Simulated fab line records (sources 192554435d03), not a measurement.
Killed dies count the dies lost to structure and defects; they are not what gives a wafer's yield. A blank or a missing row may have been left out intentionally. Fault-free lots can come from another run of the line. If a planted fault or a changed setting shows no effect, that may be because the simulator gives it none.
Chamber matching / flow n5_finfet / N5_BEOL_M8_DESCUM_33 on rie_diel-02 has 4 sister chambers
The step chemistry O2, time 7 s. 18 wafers are shown with their chamber, then 9 later ones without.

WAFERS PAIRED WITH THEIR CHAMBERS
wafer=L074.3; chamber=2; drypump_motor_current_A (A)=4.9; throttle_valve_pct (%)=20.71; oes_product_au (a.u.)=0.71
wafer=L074.4; chamber=0; drypump_motor_current_A (A)=6.2; throttle_valve_pct (%)=20.40; oes_product_au (a.u.)=0.82
wafer=L074.5; chamber=2; drypump_motor_current_A (A)=4.9; throttle_valve_pct (%)=20.71; oes_product_au (a.u.)=0.72
wafer=L077.1; chamber=0; drypump_motor_current_A (A)=6.2; throttle_valve_pct (%)=20.43; oes_product_au (a.u.)=0.80
wafer=L077.2; chamber=2; drypump_motor_current_A (A)=4.9; throttle_valve_pct (%)=20.73; oes_product_au (a.u.)=0.70
wafer=L077.3; chamber=3; drypump_motor_current_A (A)=5.8; throttle_valve_pct (%)=20.18; oes_product_au (a.u.)=0.95
wafer=L077.4; chamber=1; drypump_motor_current_A (A)=5.7; throttle_valve_pct (%)=20.51; oes_product_au (a.u.)=0.70
wafer=L077.5; chamber=3; drypump_motor_current_A (A)=5.8; throttle_valve_pct (%)=20.18; oes_product_au (a.u.)=0.96
wafer=L077.6; chamber=0; drypump_motor_current_A (A)=6.2; throttle_valve_pct (%)=20.44; oes_product_au (a.u.)=0.80
wafer=L078.1; chamber=1; drypump_motor_current_A (A)=5.7; throttle_valve_pct (%)=20.53; oes_product_au (a.u.)=0.70
wafer=L078.2; chamber=0; drypump_motor_current_A (A)=6.2; throttle_valve_pct (%)=20.43; oes_product_au (a.u.)=0.80
wafer=L078.3; chamber=2; drypump_motor_current_A (A)=4.9; throttle_valve_pct (%)=20.74; oes_product_au (a.u.)=0.70
wafer=L078.4; chamber=3; drypump_motor_current_A (A)=5.9; throttle_valve_pct (%)=20.19; oes_product_au (a.u.)=0.95
wafer=L078.5; chamber=3; drypump_motor_current_A (A)=5.8; throttle_valve_pct (%)=20.18; oes_product_au (a.u.)=0.94
wafer=L078.6; chamber=0; drypump_motor_current_A (A)=6.2; throttle_valve_pct (%)=20.45; oes_product_au (a.u.)=0.80
wafer=L086.2; chamber=2; drypump_motor_current_A (A)=4.9; throttle_valve_pct (%)=20.76; oes_product_au (a.u.)=0.69
wafer=L086.3; chamber=1; drypump_motor_current_A (A)=5.7; throttle_valve_pct (%)=20.54; oes_product_au (a.u.)=0.69
wafer=L086.6; chamber=0; drypump_motor_current_A (A)=6.2; throttle_valve_pct (%)=20.46; oes_product_au (a.u.)=0.78

SIGNATURES (averages over the wafers above)
reading=drypump_motor_current_A; chamber 0=6.200; chamber 1=5.700; chamber 2=4.900; chamber 3=5.825; scatter within a chamber=0.0231
reading=throttle_valve_pct; chamber 0=20.4350; chamber 1=20.5267; chamber 2=20.7300; chamber 3=20.1825; scatter within a chamber=0.0179
reading=oes_product_au; chamber 0=0.8000; chamber 1=0.6967; chamber 2=0.7040; chamber 3=0.9500; scatter within a chamber=0.0106
Rule: distance of a wafer from a chamber = root of the sum over the readings of ((wafer's reading minus chamber's mean) / reading's scatter) squared. If the next closest chamber is less than 2 further off than the closest, the wafer can't be placed; otherwise it belongs to the closest. How the scatter is found: for the shown wafers, subtract from each reading the mean of its chamber, square and add these, divide the total by (wafers less chambers), then take the root.

WAFERS WITHOUT THEIR CHAMBER
wafer=L079.1; drypump_motor_current_A (A)=6.2; throttle_valve_pct (%)=20.49; oes_product_au (a.u.)=0.76
wafer=L079.2; drypump_motor_current_A (A)=5.8; throttle_valve_pct (%)=20.21; oes_product_au (a.u.)=0.86
wafer=L079.6; drypump_motor_current_A (A)=4.9; throttle_valve_pct (%)=20.78; oes_product_au (a.u.)=0.68
wafer=L096.1; drypump_motor_current_A (A)=4.9; throttle_valve_pct (%)=20.76; oes_product_au (a.u.)=0.68
wafer=L096.3; drypump_motor_current_A (A)=6.2; throttle_valve_pct (%)=20.49; oes_product_au (a.u.)=0.77
wafer=L096.6; drypump_motor_current_A (A)=5.8; throttle_valve_pct (%)=20.25; oes_product_au (a.u.)=0.87
wafer=L095.1; drypump_motor_current_A (A)=6.2; throttle_valve_pct (%)=20.52; oes_product_au (a.u.)=0.75
wafer=L095.4; drypump_motor_current_A (A)=4.9; throttle_valve_pct (%)=20.79; oes_product_au (a.u.)=0.67
wafer=L095.6; drypump_motor_current_A (A)=6.2; throttle_valve_pct (%)=20.51; oes_product_au (a.u.)=0.75

WHICH CHAMBER EACH ONE RAN IN
wafer=L079.1; from the rows above=0; in truth=0
wafer=L079.2; from the rows above=3; in truth=3
wafer=L079.6; from the rows above=2; in truth=2
wafer=L096.1; from the rows above=2; in truth=2
wafer=L096.3; from the rows above=0; in truth=0
wafer=L096.6; from the rows above=3; in truth=3
wafer=L095.1; from the rows above=0; in truth=0
wafer=L095.4; from the rows above=2; in truth=2
wafer=L095.6; from the rows above=0; in truth=0
Correctly placed: 9 of 9. Can't be placed from these rows: 0. Placed wrongly: 0.
